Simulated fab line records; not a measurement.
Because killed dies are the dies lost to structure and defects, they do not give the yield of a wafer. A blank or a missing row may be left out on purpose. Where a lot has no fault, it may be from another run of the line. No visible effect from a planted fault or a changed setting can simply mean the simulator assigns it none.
Which tool was responsible? ; flow n5Finfet ; 11 lots, 33 wafers sampled, at 3 steps of a route of 1938

## WHAT EACH GAUGE READ, for each wafer
N5_BEOL_M5_CD_MEAS_11: target cd 27.74 nm.
lot;measured;on;cdNm (nm)
L579;day 7 16:23;cdSem-01;28.07 27.80 28.23
L582;day 8 16:55;cdSem-03;28.10 28.12 28.00
L583;day 9 00:29;cdSem-02;27.88 28.17 28.06
L589;day 10 11:40;cdSem-01;28.26 27.95 28.22
L590;day 10 15:05;cdSem-02;28.17 28.19 28.23
L591;day 10 22:26;cdSem-01;27.58 27.66 28.43
L595;day 11 21:42;cdSem-03;27.76 28.37 27.81
L596;day 11 23:02;cdSem-03;28.00 27.89 28.02
L597;day 12 06:05;cdSem-02;28.04 27.69 28.21
L600;day 13 09:36;cdSem-01;28.09 27.79 27.84
L601;day 13 17:58;cdSem-03;27.86 28.23 28.13

N5_BEOL_M5_INSPECT_30: inspects for defects (brightfield).
lot;measured;on;rawDefectCount
L579;day 7 18:04;defectInspect-01;309 318 383
L582;day 8 19:24;defectInspect-02;450 338 281
L583;day 9 01:40;defectInspect-01;457 553 434
L589;day 10 12:42;defectInspect-01;374 321 296
L590;day 10 17:59;defectInspect-01;256 210 261
L591;day 11 00:47;defectInspect-01;342 337 395
L595;day 11 22:41;defectInspect-02;431 464 512
L596;day 12 00:57;defectInspect-01;492 402 504
L597;day 12 09:23;defectInspect-01;335 403 465
L600;day 13 10:59;defectInspect-01;287 303 246
L601;day 13 19:19;defectInspect-02;269 285 297

## WHICH TOOL RAN EACH LOT (tool, then ch and the chambers of the sampled wafers, then the start)
lot;N5_BEOL_M5_COAT_65
L579;lithoTrack-03 ch 0, day 7 17:34
L582;lithoTrack-04 ch 0, day 8 19:02
L583;lithoTrack-03 ch 0, day 9 01:10
L589;lithoTrack-03 ch 0, day 10 12:20
L590;lithoTrack-03 ch 0, day 10 17:35
L591;lithoTrack-03 ch 0, day 11 00:09
L595;lithoTrack-04 ch 0, day 11 22:19
L596;lithoTrack-01 ch 0, day 12 00:35
L597;lithoTrack-04 ch 0, day 12 08:53
L600;lithoTrack-01 ch 0, day 13 10:37
L601;lithoTrack-04 ch 0, day 13 18:46
- N5_BEOL_M5_COAT_65: time 60 s, resist thk 60 nm.

## WHAT THE TOOLS THEMSELVES READ (means of the sampled wafers that have a number; where no wafer has one, the mark that the record gives instead)
N5_BEOL_M5_COAT_65.
lot;tool;chillPlateTempC (C);spinSpeedRpm (rpm)
L579;lithoTrack-03;22.87;1499.9
L582;lithoTrack-04;22.98;1500.4
L583;lithoTrack-03;23.04;1500.8
L589;lithoTrack-03;22.95;1500.5
L590;lithoTrack-03;22.93;1421.7
L591;lithoTrack-03;23.06;1423.2
L595;lithoTrack-04;22.93;1500.5
L596;lithoTrack-01;23.04;1501.0
L597;lithoTrack-04;22.95;1499.4
L600;lithoTrack-01;23.03;1499.6
L601;lithoTrack-04;22.95;1498.4

## THE ANSWER, worked out from the rows above alone
Rule: the lots themselves supply what counts as usual. Put in order of their means at a reading, lots are off if they are a third of the lots or fewer, leave a main group of 4 or more, and stand apart from it by a gap of 3 or more times the standard deviation of the main group's means; of several such gaps the widest counts. A main group is skipped when, at the precision printed for the reading in the tables above, its means are all equal. A lot without any number at a reading at which 4 lots or more have one is off too. Any other lot the step has rows for is counted as sound. Order of review: gauges by route order, followed by the tools' own readings, for which a lot's mean as printed above is used. At the first step where some lot is off, the reading lying furthest off is the one used; lots without a number count as furthest.
Off: L590, L591, at N5_BEOL_M5_COAT_65 (spinSpeedRpm). The main group has a mean of 1500.1 rpm with a standard deviation of 0.77.
If a tool, at that step or one of the process steps before it, ran each lot that is off and ran no sound lot following the first of them, it fits. One fits: N5_BEOL_M5_COAT_65 on lithoTrack-03. Its last sound lot is L589 (day 10 12:20), its first lot that is off L590 (day 10 17:35): a fault that began between those two fits.
The tool's own readings at N5_BEOL_M5_COAT_65 bear it out: on the lots that are off they differ by more than 5 times the standard deviation of the sound lots' means. spinSpeedRpm reads 1422.5 rpm there against 1500.1 rpm on the sound lots.

## WHAT THE SIMULATOR HAD PUT IN
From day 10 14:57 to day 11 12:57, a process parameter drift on lithoTrack-03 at N5_BEOL_M5_COAT_65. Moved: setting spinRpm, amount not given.
Struck lots among those shown: L590, L591. This agrees with what the rule above found.
